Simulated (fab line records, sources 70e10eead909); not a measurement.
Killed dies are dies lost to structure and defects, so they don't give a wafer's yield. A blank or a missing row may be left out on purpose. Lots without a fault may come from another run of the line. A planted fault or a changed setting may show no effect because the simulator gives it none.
Which tool did it? | flow nand_harc | 24 lots, 72 wafers sampled, at 4 steps of a route of 1159

WHAT THE GAUGES READ, wafer by wafer
NHARC_A_CONTACT_INSPECT_10.
lot  | measured     | on                | raw_defect_count
L075 | day 16 19:37 | defect_inspect-02 | 21 33 25
L074 | day 17 01:32 | defect_inspect-02 | 19 13 16
L077 | day 17 12:31 | defect_inspect-01 | 25 23 15
L076 | day 17 14:18 | defect_inspect-01 | 26 33 19
L078 | day 17 21:37 | defect_inspect-02 | 26 23 14
L080 | day 18 03:02 | defect_inspect-02 | 37 32 33
L079 | day 18 04:11 | defect_inspect-01 | 9 14 11
L083 | day 18 17:16 | defect_inspect-01 | 35 28 39
L082 | day 18 22:27 | defect_inspect-01 | 8 10 8
L081 | day 19 05:47 | defect_inspect-01 | 7 7 12
L085 | day 19 07:10 | defect_inspect-01 | 23 40 23
L084 | day 19 09:26 | defect_inspect-01 | 32 26 34
L088 | day 19 20:13 | defect_inspect-01 | 15 14 21
L087 | day 19 23:49 | defect_inspect-01 | 34 31 29
L090 | day 20 07:55 | defect_inspect-01 | 45 34 38
L086 | day 20 10:42 | defect_inspect-02 | 54 40 51
L089 | day 20 15:59 | defect_inspect-02 | 31 35 34
L091 | day 21 08:18 | defect_inspect-01 | 18 10 11
L092 | day 21 10:29 | defect_inspect-01 | 36 41 29
L093 | day 21 12:03 | defect_inspect-02 | 57 45 50
L096 | day 22 11:17 | defect_inspect-02 | 49 51 37
L094 | day 22 12:41 | defect_inspect-02 | 9 17 20
L095 | day 22 13:53 | defect_inspect-02 | 14 12 23
L097 | day 23 00:10 | defect_inspect-01 | 35 35 34

NHARC_A_CONTACT_CD_MEAS_15.
lot  | measured     | on        | cd_nm (nm)
L075 | day 16 22:44 | cd_sem-03 | 89.3 89.1 88.4
L074 | day 17 04:03 | cd_sem-03 | 89.5 90.7 90.5
L077 | day 17 15:00 | cd_sem-01 | 88.5 89.1 89.3
L076 | day 17 16:53 | cd_sem-02 | 89.9 89.8 88.9
L078 | day 18 00:17 | cd_sem-03 | 89.0 88.9 89.4
L080 | day 18 05:31 | cd_sem-01 | 90.9 90.5 91.4
L079 | day 18 06:39 | cd_sem-02 | 89.9 89.3 89.4
L083 | day 18 20:44 | cd_sem-03 | 90.7 91.0 89.2
L082 | day 19 00:49 | cd_sem-02 | 90.9 90.1 89.9
L081 | day 19 08:14 | cd_sem-02 | 89.9 90.3 91.1
L085 | day 19 09:35 | cd_sem-02 | 90.3 89.9 90.2
L084 | day 19 11:50 | cd_sem-02 | 89.9 89.8 91.0
L088 | day 19 22:38 | cd_sem-03 | 89.7 89.7 90.6
L087 | day 20 02:14 | cd_sem-03 | 90.2 89.5 89.6
L090 | day 20 10:17 | cd_sem-02 | 90.7 89.9 90.4
L086 | day 20 13:04 | cd_sem-03 | 89.7 88.9 89.5
L089 | day 20 18:20 | cd_sem-03 | 90.7 89.4 90.3
L091 | day 21 10:41 | cd_sem-02 | 90.2 90.9 90.1
L092 | day 21 12:58 | cd_sem-03 | 90.1 89.4 88.8
L093 | day 21 14:26 | cd_sem-03 | 89.7 89.4 88.1
L096 | day 22 13:43 | cd_sem-03 | 91.0 90.1 90.4
L094 | day 22 15:03 | cd_sem-02 | 91.1 90.7 90.5
L095 | day 22 17:51 | cd_sem-03 | 90.3 90.6 90.2
L097 | day 23 02:35 | cd_sem-02 | 90.6 90.6 91.2

WHICH TOOL RAN EACH LOT (tool, then ch and the chambers of the sampled wafers, then the start)
lot  | NHARC_A_CONTACT_DEP_84        | NHARC_A_CONTACT_ETCH_136
L075 | acl_dep-01 ch 0, day 16 17:42 | har_cap_etch-03 ch 0,1, day 16 21:29
L074 | acl_dep-03 ch 0, day 16 23:33 | har_cap_etch-02 ch 0, day 17 03:05
L077 | acl_dep-02 ch 0, day 17 10:23 | har_cap_etch-01 ch 0,1, day 17 13:59
L076 | acl_dep-02 ch 0, day 17 12:17 | har_cap_etch-01 ch 0,1, day 17 15:44
L078 | acl_dep-02 ch 0, day 17 19:31 | har_cap_etch-02 ch 1, day 17 23:18
L080 | acl_dep-02 ch 0, day 18 01:28 | har_cap_etch-01 ch 0,1, day 18 04:32
L079 | acl_dep-01 ch 0, day 18 02:41 | har_cap_etch-02 ch 0,1, day 18 05:40
L083 | acl_dep-03 ch 0, day 18 15:07 | har_cap_etch-02 ch 0,1, day 18 19:40
L082 | acl_dep-03 ch 0, day 18 20:33 | har_cap_etch-01 ch 0,1, day 18 23:50
L081 | acl_dep-02 ch 0, day 19 03:53 | har_cap_etch-02 ch 0,1, day 19 07:10
L085 | acl_dep-03 ch 0, day 19 05:11 | har_cap_etch-02 ch 0,1, day 19 08:33
L084 | acl_dep-01 ch 0, day 19 07:19 | har_cap_etch-02 ch 0,1, day 19 10:50
L088 | acl_dep-03 ch 0, day 19 18:05 | har_cap_etch-01 ch 0,1, day 19 21:38
L087 | acl_dep-01 ch 0, day 19 22:01 | har_cap_etch-03 ch 0,1, day 20 01:17
L090 | acl_dep-01 ch 0, day 20 05:54 | har_cap_etch-02 ch 0,1, day 20 09:18
L086 | acl_dep-03 ch 0, day 20 08:41 | har_cap_etch-03 ch 0, day 20 12:06
L089 | acl_dep-01 ch 0, day 20 13:59 | har_cap_etch-01 ch 0,1, day 20 17:21
L091 | acl_dep-02 ch 0, day 21 06:07 | har_cap_etch-01 ch 0,1, day 21 09:41
L092 | acl_dep-03 ch 0, day 21 08:32 | har_cap_etch-03 ch 0,1, day 21 11:53
L093 | acl_dep-02 ch 0, day 21 10:20 | har_cap_etch-02 ch 0,1, day 21 13:29
L096 | acl_dep-03 ch 0, day 22 09:17 | har_cap_etch-03 ch 0,1, day 22 12:43
L094 | acl_dep-03 ch 0, day 22 10:45 | har_cap_etch-01 ch 0,1, day 22 14:05
L095 | acl_dep-03 ch 0, day 22 12:00 | har_cap_etch-03 ch 0,1, day 22 16:52
L097 | acl_dep-03 ch 0, day 22 22:29 | har_cap_etch-02 ch 0,1, day 23 01:37
- NHARC_A_CONTACT_DEP_84: deposits aC, target thk 2000 nm.
- NHARC_A_CONTACT_ETCH_136: etches the open film in C4F8/O2/Ar, time 132 s, target depth 1287 nm.

WHAT THE TOOLS THEMSELVES READ (means of the sampled wafers that have a number; where no wafer has one, the mark that the record gives instead)
NHARC_A_CONTACT_DEP_84.
lot  | tool       | throttle_valve_pct (%)
L075 | acl_dep-01 | 35.000
L074 | acl_dep-03 | 35.002
L077 | acl_dep-02 | 35.002
L076 | acl_dep-02 | 35.004
L078 | acl_dep-02 | 35.015
L080 | acl_dep-02 | 35.004
L079 | acl_dep-01 | 35.005
L083 | acl_dep-03 | 35.004
L082 | acl_dep-03 | 35.004
L081 | acl_dep-02 | 34.990
L085 | acl_dep-03 | 35.007
L084 | acl_dep-01 | 34.992
L088 | acl_dep-03 | 35.004
L087 | acl_dep-01 | 34.999
L090 | acl_dep-01 | 35.000
L086 | acl_dep-03 | 34.998
L089 | acl_dep-01 | 34.993
L091 | acl_dep-02 | 34.999
L092 | acl_dep-03 | 34.999
L093 | acl_dep-02 | 35.009
L096 | acl_dep-03 | 35.000
L094 | acl_dep-03 | 34.994
L095 | acl_dep-03 | 34.991
L097 | acl_dep-03 | 34.997

THE ANSWER, worked out from the rows above alone
Rule: what is usual is taken from the lots themselves. Put in order of their means at a reading, lots are off if they are a third of the lots or fewer, leave a main group of 4 or more, and stand apart from it by a gap of 3 or more times the standard deviation of the main group's means; of several such gaps the widest counts. A main group whose means are all the same, to the digits that the tables above print for the reading, isn't used. A lot without any number at a reading at which 4 lots or more have one is off too. The other lots that the step has rows for count as sound. The gauges are gone through in route order, then the tools' own readings, and for those a lot's mean is taken as printed above. The first step at which some lot is off is used, and at that step the reading that is off furthest; a lot without a number counts as furthest.
No lot is off at any reading shown: from this, nothing can be told.

WHAT THE SIMULATOR HAD PUT IN
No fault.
